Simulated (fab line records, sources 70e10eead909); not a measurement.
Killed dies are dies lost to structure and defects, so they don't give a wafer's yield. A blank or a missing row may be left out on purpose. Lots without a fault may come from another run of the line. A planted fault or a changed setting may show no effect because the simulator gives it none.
Problem report in the 8D (eight disciplines) form, filled by code | flow nand_harc | the parts of the form that need people (team, actions taken, sign-off) are left out

1. THE PROBLEM
thk_nm at NHARC_A_ONON_D2_THK_MEAS_14 reads a mean of 652 nm on 2 wafers of 2 lots; wafers without a fault read 1004 nm with a standard deviation of 11. That is -32 standard deviations from the usual mean.
The step: measures by ellipsometry.
First seen on wafer L260.4, day 20 00:22, on film_metro-01. The record holds 40 wafers of 14 lots with a number at this step. Rule for "out", or "out of limits": more than 4 standard deviations from the usual mean. The other wafers with a number count as sound.

2. WHAT IT IS AND WHAT IT IS NOT
question                    | is                           | is not
which readings at this step | thk_nm                       | -
which lots                  | L260, L264                   | L243, L245, L246, L247, L248, L249, L250, L251, L252, L253, L255, L257
which wafers of those lots  | L260.4, L264.4               | L260.6, L264.6
read on which gauges        | film_metro-01, film_metro-02 | -
when                        | from day 20 00:22            | up to then (37 sound wafers); but 1 sound wafer of L264 came after

3. SUSPECTS, AND WHAT RULES EACH OUT
Counting: a tool at a process step up to the reading stays a suspect if it ran every lot that is out. Sound lots after the first of them don't rule it out here, since some wafers of a struck lot are sound.
- the gauge at NHARC_A_ONON_D2_THK_MEAS_14: ruled out. The wafers that are out were read on 2 gauges (film_metro-01, film_metro-02).
- rie_diel-03 at NHARC_A_CHANNEL_FILL_D1_ETCHBACK_08 (etches the open film in C4F8, target depth 220 nm, time 110 s): kept. It ran every lot that is out, first L260 (day 18 09:06); its last sound lot up to then is L255 (day 15 21:40). NHARC_A_CHANNEL_FILL_D1_ETCHBACK_08 gives no start for some lots, so the hours and the order of its lots are those of NHARC_A_DECK1_JOINT_ETCHBACK_07.
- rie_si-05 at NHARC_A_DECK1_JOINT_ETCHBACK_07 (etches the open film in HBr, target depth 105 nm, time 26.9 s): kept. It ran every lot that is out, first L260 (day 18 09:06); its last sound lot up to then is L252 (day 15 12:09).
- pecvd_onon-03 at NHARC_A_ONON_D2_DEP_12 (target thk 1000 nm): kept. It ran every lot that is out, first L260 (day 20 00:00); its last sound lot up to then is L257 (day 18 14:42).
- Within rie_diel-03 at NHARC_A_CHANNEL_FILL_D1_ETCHBACK_08: the wafers that are out ran in chamber 3; their sound lot-mates ran in chamber 0.
- Within rie_si-05 at NHARC_A_DECK1_JOINT_ETCHBACK_07: the wafers that are out ran in chambers 1, 2; their sound lot-mates ran in chamber 3.
Left after counting: rie_diel-03 at NHARC_A_CHANNEL_FILL_D1_ETCHBACK_08, rie_si-05 at NHARC_A_DECK1_JOINT_ETCHBACK_07, pecvd_onon-03 at NHARC_A_ONON_D2_DEP_12.

4. THE CAUSE (what the simulator had put in)
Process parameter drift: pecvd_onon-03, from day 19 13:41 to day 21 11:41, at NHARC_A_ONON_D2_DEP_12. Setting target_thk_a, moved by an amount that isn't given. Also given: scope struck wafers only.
Counting left 3 suspects, and this tool is among them.

5. THE CHAIN OF EFFECTS, in route order
Each row: a reading whose mean over the struck wafers that have a number lies more than 3 standard deviations from the usual. Only readings for which the record gives a usual standard deviation are gone through. hours: the time from each lot's start at the first step in this table that gives one to its start at this step, as a median over the lots. sigmas: the change in usual standard deviations.
hours | step                        | reading         | usual   | on struck wafers | change | sigmas
0     | NHARC_A_ONON_D2_THK_MEAS_14 | thk_nm          | 1004 nm | 652              | -352   | -32
284   | NHARC_END_SORT_01           | killed_at_array | 56      | 670              | +614   | +32
284   | NHARC_END_SORT_01           | killed_dies     | 61      | 677              | +616   | +32

6. WHAT WOULD HAVE CAUGHT IT SOONER
In this record the first reading out of limits at a measuring or inspecting step was taken at day 20 00:22, 11 hours after the fault began at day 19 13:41.
Of the lots that are out (2), L264 began NHARC_A_ONON_D2_DEP_12 on pecvd_onon-03 after day 20 00:22. A hold on the tool at that time would have spared it.
